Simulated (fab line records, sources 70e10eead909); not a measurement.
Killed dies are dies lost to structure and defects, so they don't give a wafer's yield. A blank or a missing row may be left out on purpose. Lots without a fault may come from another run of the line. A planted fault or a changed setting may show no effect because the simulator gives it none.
Which tool did it? | flow nand_harc | 14 lots, 40 wafers sampled, at 6 steps of a route of 1302

WHAT THE GAUGES READ, wafer by wafer
NHARC_THIN_TSV_CD_MEAS_12: target cd 1000 nm. Usual: cd_nm 1000.8 nm, standard deviation 1.8.
lot  | measured     | on        | cd_nm (nm)           | flag
L519 | day 24 14:22 | cd_sem-01 | 999.0 1000.7 1001.8  |
L522 | day 24 17:24 | cd_sem-03 | 1003.0 1003.3 1002.2 |
L521 | day 24 18:37 | cd_sem-03 | 1000.4 1000.4 1001.6 |
L524 | day 25 06:38 | cd_sem-03 | 1000.5 999.4 999.6   |
L526 | day 27 03:43 | cd_sem-02 | 999.1 1001.0 999.7   |
L527 | day 27 09:35 | cd_sem-02 | 1001.2 999.0 999.0   |
L528 | day 27 15:46 | cd_sem-03 | 1002.5 1003.9 1004.7 |
L531 | day 28 16:59 | cd_sem-03 | 1003.2 1002.0 1001.7 |
L529 | day 28 15:40 | cd_sem-01 | 1011.7 1010.7        | OFF
L532 | day 29 14:17 | cd_sem-02 | 1000.8 1002.6 1001.2 |
L533 | day 30 14:14 | cd_sem-03 | 1009.3 1010.5        | OFF
L535 | day 30 15:25 | cd_sem-02 | 999.1 998.5 997.8    |
L539 | day 31 11:32 | cd_sem-03 | 1001.6 998.4 997.6   |
L541 | day 33 16:40 | cd_sem-02 | 1002.1 1001.2 1001.3 |

NHARC_THIN_TSV_CD_MEAS_37. Usual: cd_nm 5001.4 nm, standard deviation 2.6.
lot  | measured     | on        | cd_nm (nm)           | flag
L519 | day 24 21:42 | cd_sem-03 | 4997.3 5000.1 4997.8 |
L522 | day 25 00:44 | cd_sem-01 | 5004.6 5005.4 5002.3 |
L521 | day 25 01:50 | cd_sem-02 | 5002.0 4999.4 5000.0 |
L524 | day 25 14:06 | cd_sem-03 | 5004.2 4999.2 5003.3 |
L526 | day 27 11:04 | cd_sem-03 | 5001.8 5003.7 5003.2 |
L527 | day 27 16:58 | cd_sem-01 | 5002.4 5000.8 5000.7 |
L528 | day 27 23:08 | cd_sem-01 | 5005.6 5005.3 5005.7 |
L531 | day 29 00:14 | cd_sem-01 | 5004.3 5002.9 5002.3 |
L529 | day 28 22:57 | cd_sem-01 | 5012.6 5012.5        | OFF
L532 | day 29 21:41 | cd_sem-02 | 4997.6 4998.2 4999.0 |
L533 | day 30 21:44 | cd_sem-02 | 5008.6 5008.6        |
L535 | day 30 22:43 | cd_sem-03 | 5002.8 4998.2 5002.9 |
L539 | day 31 18:58 | cd_sem-03 | 5002.6 4998.5 4995.9 |
L541 | day 34 00:15 | cd_sem-01 | 5004.3 5003.0 4999.6 |

WHICH TOOL RAN EACH LOT (tool, then ch and the chambers of the sampled wafers, then the start)
lot  | NHARC_A_BONDPAD_CMP_19        | NHARC_THIN_TSV_DEP_43           | NHARC_THIN_TSV_EXPOSE_09          | NHARC_THIN_TSV_STRIP_45
L519 | cmp-01 ch 1,2,3, day 24 02:49 | pecvd-03 ch 0,1,2, day 24 13:47 | krf_scanner-02 ch 0, day 24 14:13 | plasma_asher-02 ch 0,1, day 24 15:32
L522 | cmp-01 ch 0,2,3, day 24 04:23 | pecvd-01 ch 1,2, day 24 16:34   | krf_scanner-01 ch 0, day 24 17:14 | plasma_asher-01 ch 0,1, day 24 18:29
L521 | cmp-04 ch 1,2,3, day 24 04:40 | pecvd-04 ch 0,1,2, day 24 17:47 | krf_scanner-04 ch 0, day 24 18:28 | plasma_asher-02 ch 0,1, day 24 19:38
L524 | cmp-04 ch 0,2,3, day 24 15:43 | pecvd-03 ch 0,1, day 25 06:02   | krf_scanner-04 ch 0, day 25 06:29 | plasma_asher-01 ch 0,1, day 25 07:43
L526 | cmp-01 ch 2,3, day 26 15:02   | pecvd-01 ch 0,1,2, day 27 03:01 | krf_scanner-01 ch 0, day 27 03:34 | plasma_asher-02 ch 0,1, day 27 04:59
L527 | cmp-04 ch 0,3, day 26 20:11   | pecvd-01 ch 1,2, day 27 08:47   | krf_scanner-04 ch 0, day 27 09:26 | plasma_asher-01 ch 0,1, day 27 10:37
L528 | cmp-03 ch 1,2,3, day 27 02:54 | pecvd-01 ch 1,2, day 27 15:06   | krf_scanner-04 ch 0, day 27 15:37 | plasma_asher-02 ch 0,1, day 27 16:51
L531 | cmp-01 ch 0,3, day 28 01:17   | pecvd-03 ch 0,1,2, day 28 16:16 | krf_scanner-02 ch 0, day 28 16:50 | plasma_asher-02 ch 0, day 28 18:02
L529 | cmp-04 ch 0,3, day 28 03:29   | pecvd-03 ch 1, day 28 15:00     | krf_scanner-04 ch 0, day 28 15:31 | plasma_asher-01 ch 1, day 28 16:44
L532 | cmp-03 ch 0,1,2, day 28 23:38 | pecvd-03 ch 0,2, day 29 13:30   | krf_scanner-01 ch 0, day 29 14:08 | plasma_asher-01 ch 0,1, day 29 15:23
L533 | cmp-04 ch 0,2, day 30 01:09   | pecvd-03 ch 0,2, day 30 13:26   | krf_scanner-04 ch 0, day 30 14:04 | plasma_asher-01 ch 0,1, day 30 15:17
L535 | cmp-04 ch 0,1,3, day 30 02:29 | pecvd-01 ch 0,1,2, day 30 14:36 | krf_scanner-01 ch 0, day 30 15:16 | plasma_asher-02 ch 0,1, day 30 16:28
L539 | cmp-01 ch 0,1,2, day 30 23:50 | pecvd-01 ch 0,1,2, day 31 10:55 | krf_scanner-01 ch 0, day 31 11:23 | plasma_asher-02 ch 0,1, day 31 12:47
L541 | cmp-01 ch 1,2, day 33 02:19   | pecvd-03 ch 0,1, day 33 15:52   | krf_scanner-01 ch 0, day 33 16:31 | plasma_asher-01 ch 0,1, day 33 17:47
- NHARC_A_BONDPAD_CMP_19: polishes, t overpolish 30 s, cu recess touch 16 s, target thk 169.82 nm.
- NHARC_THIN_TSV_DEP_43: deposits SiO2, target thk 1328.5 nm.
- NHARC_THIN_TSV_EXPOSE_09: exposes mask TSV.
- NHARC_THIN_TSV_STRIP_45: strips in O2.

WHAT THE TOOLS THEMSELVES READ (means of the sampled wafers that have a number; where no wafer has one, the mark that the record gives instead)
NHARC_A_BONDPAD_CMP_19. Usual: motor_current_A 11.9 A, standard deviation 1; overpolish_run_s 29.999 s, standard deviation 0.01; slurry_flow_ml_min 150.0, standard deviation 0.46.
lot  | tool   | motor_current_A (A) | overpolish_run_s (s) | slurry_flow_ml_min | flag
L519 | cmp-01 | 11.7                | 30.001               | 149.7              |
L522 | cmp-01 | 12.3                | 29.992               | 150.0              |
L521 | cmp-04 | 11.8                | 30.000               | 150.4              |
L524 | cmp-04 | 12.2                | 30.006               | 149.9              |
L526 | cmp-01 | 12.0                | 30.000               | 149.8              |
L527 | cmp-04 | 11.7                | 29.996               | 149.9              |
L528 | cmp-03 | 11.9                | 29.985               | 150.1              |
L531 | cmp-01 | 12.7                | 30.006               | 150.2              |
L529 | cmp-04 | 11.9                | 30.001               | 149.4              |
L532 | cmp-03 | 12.3                | 30.001               | 150.3              |
L533 | cmp-04 | 13.1                | 30.008               | 149.8              |
L535 | cmp-04 | 10.9                | 30.005               | 150.2              |
L539 | cmp-01 | 12.3                | 30.004               | 150.3              |
L541 | cmp-01 | 12.5                | 29.992               | 150.0              |

NHARC_THIN_TSV_DEP_43. Usual: throttle_valve_pct 15.9 %, standard deviation 0.43.
lot  | tool     | throttle_valve_pct (%) | flag
L519 | pecvd-03 | 15.8                   |
L522 | pecvd-01 | 16.1                   |
L521 | pecvd-04 | 16.2                   |
L524 | pecvd-03 | 15.7                   |
L526 | pecvd-01 | 15.9                   |
L527 | pecvd-01 | 15.9                   |
L528 | pecvd-01 | 15.8                   |
L531 | pecvd-03 | 15.8                   |
L529 | pecvd-03 | 16.0                   |
L532 | pecvd-03 | 16.0                   |
L533 | pecvd-03 | 15.8                   |
L535 | pecvd-01 | 16.1                   |
L539 | pecvd-01 | 16.1                   |
L541 | pecvd-03 | 15.9                   |

NHARC_THIN_TSV_EXPOSE_09. Usual: exposure_dose_mJ_cm2 30.77, standard deviation 0.11; focus_offset_nm 0.0 nm, standard deviation 0.56.
lot  | tool           | exposure_dose_mJ_cm2 | focus_offset_nm (nm) | flag
L519 | krf_scanner-02 | 30.90                | 0.1                  |
L522 | krf_scanner-01 | 30.82                | -0.2                 |
L521 | krf_scanner-04 | 30.68                | 0.2                  |
L524 | krf_scanner-04 | 30.69                | 0.6                  |
L526 | krf_scanner-01 | 30.83                | -0.2                 |
L527 | krf_scanner-04 | 30.70                | 0.9                  |
L528 | krf_scanner-04 | 30.69                | -0.7                 |
L531 | krf_scanner-02 | 30.99                | -0.2                 |
L529 | krf_scanner-04 | 42.13                | 0.3                  | OFF
L532 | krf_scanner-01 | 30.79                | 0.3                  |
L533 | krf_scanner-04 | 39.12                | 0.3                  | OFF
L535 | krf_scanner-01 | 30.77                | 0.1                  |
L539 | krf_scanner-01 | 30.78                | 0.0                  |
L541 | krf_scanner-01 | 30.79                | 0.7                  |

NHARC_THIN_TSV_STRIP_45. Usual: drypump_motor_current_A 5.8 A, standard deviation 0.43; heater_power_w 336 W, standard deviation 13.
lot  | tool            | drypump_motor_current_A (A) | heater_power_w (W) | flag
L519 | plasma_asher-02 | 5.5                         | 361                |
L522 | plasma_asher-01 | 6.1                         | 334                |
L521 | plasma_asher-02 | 5.2                         | 348                |
L524 | plasma_asher-01 | 6.1                         | 331                |
L526 | plasma_asher-02 | 5.5                         | 344                |
L527 | plasma_asher-01 | 6.1                         | 335                |
L528 | plasma_asher-02 | 5.5                         | 343                |
L531 | plasma_asher-02 | 5.7                         | 347                |
L529 | plasma_asher-01 | 6.2                         | 334                |
L532 | plasma_asher-01 | 6.1                         | 336                |
L533 | plasma_asher-01 | 6.1                         | 324                |
L535 | plasma_asher-02 | 5.3                         | 343                |
L539 | plasma_asher-02 | 5.5                         | 345                |
L541 | plasma_asher-01 | 6.1                         | 325                |

THE ANSWER, worked out from the rows above alone
Rule: a lot is off if the mean of its wafers that have a number lies more than 3 standard deviations from the usual mean. A lot without any number at a reading at which 4 lots or more have one is off too. The other lots that the step has rows for count as sound. The gauges are gone through in route order, then the tools' own readings, and for those a lot's mean is taken as printed above. The first step at which some lot is off is used, and at that step the reading that is off furthest; a lot without a number counts as furthest.
Off: L529, L533, at NHARC_THIN_TSV_CD_MEAS_12 (cd_nm).
A tool fits if, at a process step before that reading, it ran every lot that is off, and no sound lot after the first of them. The gauges at NHARC_THIN_TSV_CD_MEAS_12 aren't tried: what is off there is off at NHARC_THIN_TSV_EXPOSE_09 too, on other tools, and a gauge's error can't cause that. One fits: krf_scanner-04 at NHARC_THIN_TSV_EXPOSE_09. Its last sound lot is L528 (day 27 15:37), its first lot that is off L529 (day 28 15:31): a fault that began between those two fits.
The tool's own readings at NHARC_THIN_TSV_EXPOSE_09 bear it out: on the lots that are off they differ by more than 5 times the standard deviation of the sound lots' means. exposure_dose_mJ_cm2 reads 40.62 there against 30.79 on the sound lots.

WHAT THE SIMULATOR HAD PUT IN
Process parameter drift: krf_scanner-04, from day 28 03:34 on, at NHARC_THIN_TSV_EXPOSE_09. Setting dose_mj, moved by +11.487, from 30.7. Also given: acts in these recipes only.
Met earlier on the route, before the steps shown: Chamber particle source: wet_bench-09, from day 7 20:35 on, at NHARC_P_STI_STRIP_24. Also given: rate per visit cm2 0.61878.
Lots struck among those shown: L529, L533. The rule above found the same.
